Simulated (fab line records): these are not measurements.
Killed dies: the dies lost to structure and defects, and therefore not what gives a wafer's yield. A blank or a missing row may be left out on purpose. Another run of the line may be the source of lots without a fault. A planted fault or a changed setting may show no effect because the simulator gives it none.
The tool behind it: which one?    flow n5-finfet    36 wafers from 12 lots sampled at 3 of the route's 1938 steps

WHAT THE GAUGES SHOWED, per wafer
N5_BEOL_M6_CD_MEAS_11 targets a cd of 38.5 nm.
lot   measured      on         cd-nm (nm)
L075  day 9 01:07   cd-sem-03  37.6 38.1 37.8
L076  day 9 16:53   cd-sem-03  37.8 38.5 38.1
L079  day 9 23:05   cd-sem-02  39.6 38.8 38.0
L080  day 10 01:31  cd-sem-03  38.2 39.2 38.0
L083  day 11 15:39  cd-sem-03  38.1 39.1 38.6
L086  day 12 07:50  cd-sem-01  39.4 38.7 38.4
L088  day 12 18:29  cd-sem-01  38.3 38.4 38.5
L090  day 13 11:16  cd-sem-03  38.4 38.0 37.8
L091  day 14 01:04  cd-sem-03  39.1 39.3 38.5
L093  day 14 14:22  cd-sem-03  37.5 39.1 38.1
L097  day 14 19:52  cd-sem-01  37.9 38.6 38.5
L096  day 15 04:43  cd-sem-01  38.1 38.5 38.5

WHICH TOOL RAN EACH LOT (tool, then ch and the chambers of the sampled wafers, then the start)
lot   N5_BEOL_M5_ANNEAL_84          N5_BEOL_M6_CURE_74
L075  pvd-sputter-01, day 8 20:31   uv-cure-01 ch 2, day 8 23:47
L076  pvd-sputter-03, day 9 08:56   uv-cure-02 ch 0, day 9 12:19
L079  pvd-sputter-01, day 9 14:04   uv-cure-02 ch 2, day 9 17:30
L080  pvd-sputter-03, day 9 20:16   uv-cure-02 ch 0, day 9 23:34
L083  pvd-sputter-01, day 11 08:43  uv-cure-02 ch 1, day 11 12:16
L086  pvd-sputter-03, day 12 02:05  uv-cure-03 ch 1, day 12 05:34
L088  pvd-sputter-03, day 12 13:29  uv-cure-02 ch 2, day 12 16:45
L090  pvd-sputter-02, day 13 04:49  uv-cure-01 ch 2, day 13 08:08
L091  pvd-sputter-01, day 13 19:24  uv-cure-01 ch 0, day 13 23:36
L093  pvd-sputter-01, day 14 06:47  uv-cure-03 ch 2, day 14 11:48
L097  pvd-sputter-01, day 14 12:28  uv-cure-02 ch 0, day 14 16:14
L096  pvd-sputter-01, day 14 22:32  uv-cure-02 ch 0, day 15 02:04
- N5_BEOL_M5_ANNEAL_84: time 1800 s.
- N5_BEOL_M6_CURE_74: cures SiCOH lowk, time 240 s.

THE ANSWER, worked out from the rows above alone
Rule: usual is defined by the lots themselves. Put in order of their means at a reading, lots are off if they are a third of the lots or fewer, leave a main group of 4 or more, and stand apart from it by a gap of 3 or more times the standard deviation of the main group's means; of several such gaps the widest counts. A main group whose means are all the same, to the digits that the tables above print for the reading, isn't used. Also off: a lot with no number at a reading for which 4 or more lots have one. Any other lot the step has rows for is counted as sound.
Across all readings shown, no lot is off: no conclusion can be drawn from this.

WHAT THE SIMULATOR HAD PUT IN
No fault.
